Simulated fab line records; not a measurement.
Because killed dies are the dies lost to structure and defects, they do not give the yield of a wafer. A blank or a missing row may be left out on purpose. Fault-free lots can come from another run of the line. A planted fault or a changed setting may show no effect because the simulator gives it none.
8D (eight disciplines) problem report, filled in by code ; flow nand harc ; the parts of the form that need people (team, actions taken, sign-off) are left out

== 1. WHAT WENT WRONG ==
Mean of oes product au at NHARC_A_CHANNEL_FILL_D1_ETCHBACK_19: 1.234 a.u. across 6 wafers in 2 lots; on wafers with no fault it is 0.999 a.u. (standard deviation 0.0063). Measured from the usual mean, that is +37 standard deviations.
The step: etches the open film in HBr/Cl2, target depth 5 nm, time 1.7 s.
Seen first at day 12 23:05 on rie si-01, wafer L292.3. Wafers with a number at this step in the record: 36, from 12 lots. By rule, "out" or "out of limits" means more than 4 standard deviations away from the usual mean. Any other wafer with a number is counted as sound.

== 2. WHAT IT IS, WHAT IT ISN'T ==
question;is;is not
which readings at this step;oes product au;drypump motor current A, throttle valve pct
which lots;L291, L292;L278, L279, L281, L282, L283, L284, L290, L297, L299, L300
which wafers of those lots;all that have a number;-
read on which tools;rie si-01;rie si-02, rie si-06
when;from day 12 23:05;"up to then (21 sound wafers); but 9 sound wafers of L297, L299, L300 came after"

== 3. WHAT RULES OUT EACH SUSPECT ==
Counting: a tool stays on the suspect list if, at a process step up to the reading, it processed all lots that are out and no sound lot following the first of them.
- rie diel-09 at NHARC_A_CHANNEL_HOLE_D1_DESCUM_15 (chemistry O2, time 3 s): ruled out as a lasting fault. After its first lot that is out, L292 (day 11 13:25), sound lots L297 ran on it.
- rie si-01 at NHARC_A_CHANNEL_FILL_D1_ETCHBACK_19 (etches the open film in HBr/Cl2, target depth 5 nm, time 1.7 s): kept. All lots that are out passed through it, beginning with L292 at day 12 23:05, and no sound lot followed; its final sound lot before that point was L283 at day 10 21:57. On those wafers its own readings are out: oes product au.
Left after counting: rie si-01 at NHARC_A_CHANNEL_FILL_D1_ETCHBACK_19.

== 4. THE CAUSE (what the simulator had put in) ==
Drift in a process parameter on rie si-01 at NHARC_A_CHANNEL_FILL_D1_ETCHBACK_19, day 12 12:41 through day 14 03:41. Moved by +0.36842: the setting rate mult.
The count eliminated every tool but this one.

== 5. THE CHAIN OF EFFECTS, in route order ==
Each row: a reading whose mean over the struck wafers that have a number lies more than 3 standard deviations from the usual. Scope: only readings with a usual standard deviation given in the record; hours: median across lots of the time from each lot's start at the first step in this table that gives one to its start at this step; sigmas: change in usual standard deviations.
hours;step;reading;usual;on struck wafers;change;sigmas
0;NHARC_A_CHANNEL_FILL_D1_ETCHBACK_19;oes product au;0.999 a.u.;1.234;+0.235;+37
Process steps it contains:
- NHARC_A_CHANNEL_FILL_D1_ETCHBACK_19: etches the open film in HBr/Cl2, target depth 5 nm, time 1.7 s.

== 6. WHAT WOULD HAVE CAUGHT IT SOONER ==
In this record the first reading out of limits was taken at day 12 23:05, 10 hours after the fault began at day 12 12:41.
